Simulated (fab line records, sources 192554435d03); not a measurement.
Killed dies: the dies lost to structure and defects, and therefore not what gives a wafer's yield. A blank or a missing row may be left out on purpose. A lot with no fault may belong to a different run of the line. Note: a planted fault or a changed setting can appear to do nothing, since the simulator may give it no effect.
Comparing a struck lot with a sound one || flow n5Finfet || 41 out of 1938 route steps
Sound: these wafers, L672.3, L672.4, L672.5. Wafers L684.2, L684.3, L684.5 were the ones struck. At the end, the cause is stated.
At each step with rows: each side's tool, then ch and its chambers, then its first start. Under that, the readings that differ: sound wafers || struck wafers || difference of the means || sigmas: that difference in standard deviations of wafers without a fault.
alike: same words and numbers on both sides, and readings whose means sit less than 2 such deviations apart. not compared: any withheld reading, any reading some wafer has no value for, any bound like >300 that may hide the same value, and any number with overlapping values for which the record gives no deviation.
The two part at a step that has a row with sigmas, a row that says differs or no value, or rows on one side only. Numbers that have no deviation but don't overlap get no sigmas and don't part them. A reading that every wafer of one side lacks parts them only if that side has two wafers or more.

first, 9 steps without rows for these wafers: N5_DUMMY_GATE_COAT_28 (time 60 s, resist thk 10 nm); N5_DUMMY_GATE_COAT_09 (resist thk 30 nm); N5_DUMMY_GATE_EBR_11; N5_DUMMY_GATE_SOFTBAKE_10 (time 60 s); N5_DUMMY_GATE_EXPOSE_12 (exposes mask GATE, target cd 25 nm); N5_DUMMY_GATE_PEB_13 (peb time 60 s); N5_DUMMY_GATE_DEVELOP_14 (develop time 30 s); N5_DUMMY_GATE_DESCUM_20 (chemistry O2, time 6.2 s); N5_DUMMY_GATE_ETCH_29 (etches underlayer in N2/H2, target depth 13 nm).
N5_DUMMY_GATE_ETCH_36: etches SiARC in CF4, target depth 13 nm.
  sound on rieDiel-02 ch 0,1,2, day 3 22:47; struck on rieDiel-02 ch 0,1,3, day 6 22:34
  alike: drypumpMotorCurrentA, oesProductAu, rfVppV, showerheadPlenumPTorr, throttleValvePct
  not compared: rfHoursCounterH
then, 18 steps without rows for these wafers: N5_DUMMY_GATE_ETCH_37 (etches SOC in N2/H2, target depth 60 nm, overetch 30 nm); N5_DUMMY_GATE_STRIP_38 (strips in N2/H2); N5_DUMMY_GATE_STRIP_39 (strips in N2/H2); N5_DUMMY_GATE_TRIM_49 (chemistry O2, time 29 s, target cd 14 nm); N5_DUMMY_GATE_STRIP_40 (strips in CF4); N5_DUMMY_GATE_ETCH_31 (etches SiO2 in C4F6/O2, target depth 82.5 nm, time 27.5 s); N5_DUMMY_GATE_STRIP_41 (strips in O2); N5_DUMMY_GATE_HM_OPEN_21 (chemistry CH3F/O2, target SiNx, target depth 120 nm, time 171.4 s); N5_DUMMY_GATE_ETCH_32 (etches SiO2 in CF4, target depth 3.5 nm, time 3.9 s); N5_DUMMY_GATE_ETCH_23 (etches poly-Si in HBr/Cl2/O2, target depth 41 nm, time 22.3 s); N5_DUMMY_GATE_ETCH_44 (etches poly-Si in HBr/O2, stops on SiO2, target depth 127.5 nm); N5_DUMMY_GATE_ETCH_42 (etches SiO2 in CHF3/O2, target depth 3.5 nm, time 31 s); N5_DUMMY_GATE_STRIP_48 (strips in N2/H2, time 20 s); N5_DUMMY_GATE_PRECLEAN_33 (cleans in dHF, time 10 s); N5_DUMMY_GATE_PRECLEAN_25 (cleans in O3/DIW, time 45 s); N5_DUMMY_GATE_PRECLEAN_51 (cleans in SC2, time 45 s); N5_DUMMY_GATE_SRD_26 (time 30 s); N5_DUMMY_GATE_UV_OZONE_45 (time 120 s).
N5_DUMMY_GATE_INSPECT_27: inspects for defects (brightfield).
  sound on defectInspect-02 at day 3 23:50; struck on defectInspect-02 at day 6 23:52
{"reading": "rawDefectCount", "sound": "365 219 245", "struck": "827 798 817", "difference": "+538", "sigmas": "+7"}
then, 3 steps without rows for these wafers: N5_SPACER0_ALD_07 (deposits SiNx, target thk 2 nm); N5_SPACER0_ALD_00 (deposits SiOCN, target thk 3.5 nm, pulse time 3 s, purge time 2 s); N5_SPACER0_ALD_08 (deposits SiNx, target thk 2 nm).
N5_SPACER0_INSPECT_04: inspects for defects (darkfield).
  sound on defectInspect-01 at day 4 00:26; struck on defectInspect-01 at day 7 00:28
{"reading": "rawDefectCount", "sound": "159 112 125", "struck": "670 621 627", "difference": "+507", "sigmas": "+15"}
then, 4 steps without rows for these wafers: N5_SD_EPI_N_COAT_32 (time 60 s, resist thk 350 nm); N5_SD_EPI_N_COAT_33 (time 60 s, resist thk 35 nm); N5_SD_EPI_N_COAT_03 (resist thk 150 nm); N5_SD_EPI_N_EBR_05.
N5_SD_EPI_N_INSPECT_11: inspects for defects (macro).
  sound on defectInspect-01 at day 4 00:53; struck on defectInspect-01 at day 7 00:56
{"reading": "rawDefectCount", "sound": "4 5 2", "struck": ">300 >300 >300", "difference": "differs", "sigmas": ""}
N5_SD_EPI_N_INSPECT_26: inspects for defects (darkfield).
  sound on defectInspect-01 at day 4 05:37; struck on defectInspect-02 at day 7 06:40
{"reading": "rawDefectCount", "sound": "272 184 189", "struck": "733 706 685", "difference": "+493", "sigmas": "+12"}
N5_SD_EPI_P_INSPECT_26: inspects for defects (darkfield).
  sound on defectInspect-01 at day 4 10:28; struck on defectInspect-02 at day 7 12:51
{"reading": "rawDefectCount", "sound": "224 170 203", "struck": "709 694 658", "difference": "+488", "sigmas": "+14"}
-- here the record skips 10 days between the struck wafers' starts before and after, leaving off in module SD_EPI_P and picking up in module PASSIVATION (first step shown: number 1936 of the route) --
N5_PASSIVATION_PROBE_49:
  rows exist in the record for the struck wafers here (prober-02, day 17 01:59), but not for the sound ones

WHERE THEY PART
At N5_DUMMY_GATE_INSPECT_27 first; at N5_PASSIVATION_PROBE_49 last (within this record only).

WHY: the cause the simulator had injected
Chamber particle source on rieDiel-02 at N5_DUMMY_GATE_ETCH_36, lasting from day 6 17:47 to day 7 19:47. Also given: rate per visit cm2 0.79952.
